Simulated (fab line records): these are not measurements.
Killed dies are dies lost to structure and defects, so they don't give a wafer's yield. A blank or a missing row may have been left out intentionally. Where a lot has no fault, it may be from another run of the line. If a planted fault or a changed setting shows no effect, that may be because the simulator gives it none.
The tool behind it: which one? | flow n5-finfet | Sampling: 24 lots, 72 wafers, 4 of 1938 route steps

== WHAT EACH GAUGE READ, for each wafer ==
N5_GATE_CUT_INSPECT_26: inspects for defects (darkfield). Usual: raw-defect-count 46, standard deviation 23.
lot  | measured     | on                | raw-defect-count | flag
L074 | day 4 16:41  | defect-inspect-01 | 15 28 23         |
L075 | day 4 23:26  | defect-inspect-02 | 154 82 53        |
L076 | day 5 11:11  | defect-inspect-02 | 35 25 10         |
L077 | day 5 15:49  | defect-inspect-02 | 30 37 19         |
L078 | day 5 18:29  | defect-inspect-01 | 67 46 93         |
L079 | day 6 02:12  | defect-inspect-02 | 85 65 54         |
L080 | day 6 03:40  | defect-inspect-01 | 34 42 38         |
L081 | day 6 09:48  | defect-inspect-01 | 57 38 36         |
L082 | day 6 15:08  | defect-inspect-01 | 21 41 26         |
L083 | day 6 23:03  | defect-inspect-02 | 58 30 37         |
L084 | day 7 06:19  | defect-inspect-02 | 45 37 49         |
L085 | day 7 12:10  | defect-inspect-02 | 61 33 62         |
L086 | day 7 19:37  | defect-inspect-01 | 78 37 119        |
L087 | day 7 21:42  | defect-inspect-01 | 41 29 22         |
L088 | day 8 05:08  | defect-inspect-02 | 29 55 18         |
L089 | day 8 08:39  | defect-inspect-01 | 55 17 20         |
L090 | day 8 17:17  | defect-inspect-02 | 57 53 35         |
L091 | day 8 22:28  | defect-inspect-01 | 33 36 38         |
L092 | day 9 06:11  | defect-inspect-01 | 38 36 41         |
L093 | day 9 09:43  | defect-inspect-01 | 56 52 47         |
L094 | day 9 18:50  | defect-inspect-02 | 43 56 47         |
L095 | day 9 20:57  | defect-inspect-02 | 29 31 47         |
L096 | day 10 05:25 | defect-inspect-01 | 35 41 51         |
L097 | day 10 12:05 | defect-inspect-02 | 33 142 50        |

N5_MOL_CONTACT_COAG_OVL_MEAS_09. Usual: for CA_OVL the level is 0.0 nm and the standard deviation is 0.81.
lot  | measured     | on         | CA_OVL (nm)    | flag
L074 | day 4 17:01  | overlay-01 | 0.3 0.6 0.7    |
L075 | day 4 23:53  | overlay-01 | -1.1 -0.2 0.1  |
L076 | day 5 11:38  | overlay-02 | 1.5 1.1 -0.4   |
L077 | day 5 16:09  | overlay-02 | -0.6 -0.4 -0.4 |
L078 | day 5 18:49  | overlay-02 | 0.5 1.4 0.5    |
L079 | day 6 02:32  | overlay-02 | -0.1 0.2 -0.6  |
L080 | day 6 04:07  | overlay-02 | -1.1 -1.4 -1.9 |
L081 | day 6 10:08  | overlay-02 | -1.4 -0.8 0.8  |
L082 | day 6 15:28  | overlay-02 | -0.1 -1.3 -0.5 |
L083 | day 6 23:31  | overlay-02 | -0.6 -1.1 -1.1 |
L084 | day 7 06:47  | overlay-01 | 0.7 1.0 -0.2   |
L085 | day 7 12:30  | overlay-02 | -0.5 0.7 -0.2  |
L086 | day 7 19:57  | overlay-01 | -0.2 -0.3 1.4  |
L087 | day 7 22:10  | overlay-02 | 0.7 0.2 1.1    |
L088 | day 8 05:29  | overlay-02 | 0.6 0.7 0.6    |
L089 | day 8 09:06  | overlay-02 | -0.1 0.7 -0.1  |
L090 | day 8 17:38  | overlay-02 | -0.5 0.8 1.4   |
L091 | day 8 22:56  | overlay-01 | -0.4 0.7 -0.2  |
L092 | day 9 06:38  | overlay-02 | -0.1 0.5 0.2   |
L093 | day 9 10:03  | overlay-02 | 0.0 0.4 0.0    |
L094 | day 9 19:18  | overlay-01 | -1.1 0.9 -0.8  |
L095 | day 9 21:25  | overlay-02 | 0.9 -0.4 0.3   |
L096 | day 10 05:53 | overlay-02 | -1.9 -1.1 -1.3 |
L097 | day 10 12:26 | overlay-02 | -0.2 1.2 0.1   |

N5_MOL_CONTACT_COAG_INSPECT_10: inspects for defects (brightfield). Usual: raw-defect-count 83, standard deviation 37.
lot  | measured     | on                | raw-defect-count | flag
L074 | day 4 17:04  | defect-inspect-02 | 44 60 52         |
L075 | day 4 23:56  | defect-inspect-02 | 276 141 107      |
L076 | day 5 11:41  | defect-inspect-01 | 65 41 36         |
L077 | day 5 16:12  | defect-inspect-01 | 64 66 48         |
L078 | day 5 18:52  | defect-inspect-01 | 125 87 156       |
L079 | day 6 02:35  | defect-inspect-02 | 132 113 105      |
L080 | day 6 04:11  | defect-inspect-02 | 58 71 89         |
L081 | day 6 10:11  | defect-inspect-02 | 104 77 50        |
L082 | day 6 15:31  | defect-inspect-02 | 45 65 59         |
L083 | day 6 23:34  | defect-inspect-02 | 95 47 66         |
L084 | day 7 06:50  | defect-inspect-01 | 68 71 82         |
L085 | day 7 12:34  | defect-inspect-01 | 119 69 105       |
L086 | day 7 20:00  | defect-inspect-01 | 141 80 194       |
L087 | day 7 22:13  | defect-inspect-01 | 68 46 51         |
L088 | day 8 05:32  | defect-inspect-01 | 58 77 44         |
L089 | day 8 09:10  | defect-inspect-01 | 105 34 31        |
L090 | day 8 17:40  | defect-inspect-01 | 102 73 67        |
L091 | day 8 22:59  | defect-inspect-01 | 50 72 93         |
L092 | day 9 06:41  | defect-inspect-01 | 84 60 78         |
L093 | day 9 10:05  | defect-inspect-01 | 104 89 74        |
L094 | day 9 19:21  | defect-inspect-02 | 83 103 86        |
L095 | day 9 21:28  | defect-inspect-02 | 51 50 89         |
L096 | day 10 05:56 | defect-inspect-01 | 62 67 88         |
L097 | day 10 12:29 | defect-inspect-01 | 69 209 103       |

== WHAT TOOL EACH LOT RAN ON (gives the tool, then ch and the chambers of the sampled wafers, and finally the start) ==
lot  | N5_GATE_CUT_CUT_ETCH_53
L074 | rie-metal-01 ch 0, day 4 13:25
L075 | rie-metal-01 ch 0,1, day 4 19:53
L076 | rie-metal-03 ch 0,1, day 5 08:13
L077 | rie-metal-02 ch 0,1, day 5 12:50
L078 | rie-metal-02 ch 0,1, day 5 15:31
L079 | rie-metal-01 ch 0,1, day 5 22:22
L080 | rie-metal-02 ch 1, day 6 00:37
L081 | rie-metal-03 ch 0,1, day 6 06:50
L082 | rie-metal-02 ch 0,1, day 6 11:59
L083 | rie-metal-01 ch 0,1, day 6 20:05
L084 | rie-metal-01 ch 0,1, day 7 03:22
L085 | rie-metal-03 ch 0,1, day 7 08:52
L086 | rie-metal-02 ch 0,1, day 7 16:38
L087 | rie-metal-02 ch 0,1, day 7 18:44
L088 | rie-metal-02 ch 1, day 8 01:45
L089 | rie-metal-03 ch 1, day 8 05:26
L090 | rie-metal-03 ch 0, day 8 14:05
L091 | rie-metal-01 ch 1, day 8 19:03
L092 | rie-metal-03 ch 1, day 9 02:57
L093 | rie-metal-01 ch 0,1, day 9 06:46
L094 | rie-metal-02 ch 0,1, day 9 15:49
L095 | rie-metal-01 ch 0,1, day 9 17:59
L096 | rie-metal-02 ch 0,1, day 10 01:42
L097 | rie-metal-03 ch 0,1, day 10 09:07
- N5_GATE_CUT_CUT_ETCH_53: etches W in SF6/Cl2, target depth 79.2 nm.

== WHAT THE TOOLS THEMSELVES READ (means of the sampled wafers that have a number; where no wafer has one, the mark that the record gives instead) ==
N5_GATE_CUT_CUT_ETCH_53. Usual: drypump-motor-current-A 5.7 A, standard deviation 0.38; etch-rf-on-time-s 25.9 s, standard deviation 0.62; oes-product-au 0.61 a.u., standard deviation 0.095; throttle-valve-pct 28.91 %, standard deviation 0.17.
lot  | tool         | drypump-motor-current-A (A) | etch-rf-on-time-s (s) | oes-product-au (a.u.) | throttle-valve-pct (%) | flag
L074 | rie-metal-01 | 6.2                         | 25.5                  | 0.54                  | 28.67                  |
L075 | rie-metal-01 | 5.8                         | 25.7                  | 0.56                  | 28.78                  |
L076 | rie-metal-03 | 5.5                         | 26.4                  | 0.62                  | 29.06                  |
L077 | rie-metal-02 | 5.8                         | 26.4                  | 0.55                  | 28.96                  |
L078 | rie-metal-02 | 5.8                         | 26.2                  | 0.55                  | 28.96                  |
L079 | rie-metal-01 | 5.8                         | 26.1                  | 0.55                  | 28.78                  |
L080 | rie-metal-02 | 5.8                         | 25.0                  | 0.59                  | 28.88                  |
L081 | rie-metal-03 | 5.5                         | 26.0                  | 0.63                  | 29.07                  |
L082 | rie-metal-02 | 5.7                         | 25.5                  | 0.57                  | 28.92                  |
L083 | rie-metal-01 | 5.8                         | 25.5                  | 0.56                  | 28.78                  |
L084 | rie-metal-01 | 5.8                         | 25.6                  | 0.56                  | 28.78                  |
L085 | rie-metal-03 | 5.7                         | 26.3                  | 0.67                  | 29.06                  |
L086 | rie-metal-02 | 5.8                         | 25.4                  | 0.57                  | 28.92                  |
L087 | rie-metal-02 | 5.8                         | 26.2                  | 0.54                  | 28.96                  |
L088 | rie-metal-02 | 5.8                         | 25.1                  | 0.58                  | 28.89                  |
L089 | rie-metal-03 | 5.3                         | 26.5                  | 0.57                  | 29.07                  |
L090 | rie-metal-03 | 5.9                         | 26.5                  | 0.71                  | 29.06                  |
L091 | rie-metal-01 | 5.0                         | 25.5                  | 0.59                  | 28.96                  |
L092 | rie-metal-03 | 5.3                         | 26.8                  | 0.56                  | 29.06                  |
L093 | rie-metal-01 | 5.4                         | 25.9                  | 0.69                  | 28.74                  |
L094 | rie-metal-02 | 5.8                         | 26.0                  | 0.76                  | 28.78                  |
L095 | rie-metal-01 | 5.4                         | 26.1                  | 0.68                  | 28.75                  |
L096 | rie-metal-02 | 5.7                         | 25.6                  | 0.66                  | 28.84                  |
L097 | rie-metal-03 | 5.7                         | 26.2                  | 0.66                  | 29.07                  |

== THE ANSWER, worked out from the rows above alone ==
Rule: lot off if the mean of its wafers having a number is beyond 3 standard deviations from the usual mean. Also off: a lot with no number at a reading for which 4 or more lots have one. The other lots that the step has rows for count as sound. First the gauges in route order, then the tools' own readings, where a lot's mean is used as printed above. The first step at which some lot is off is used, and at that step the reading that is off furthest; a lot without a number counts as furthest.
No lot is off at any reading shown: from this, nothing can be told.

== WHAT THE SIMULATOR HAD INSERTED ==
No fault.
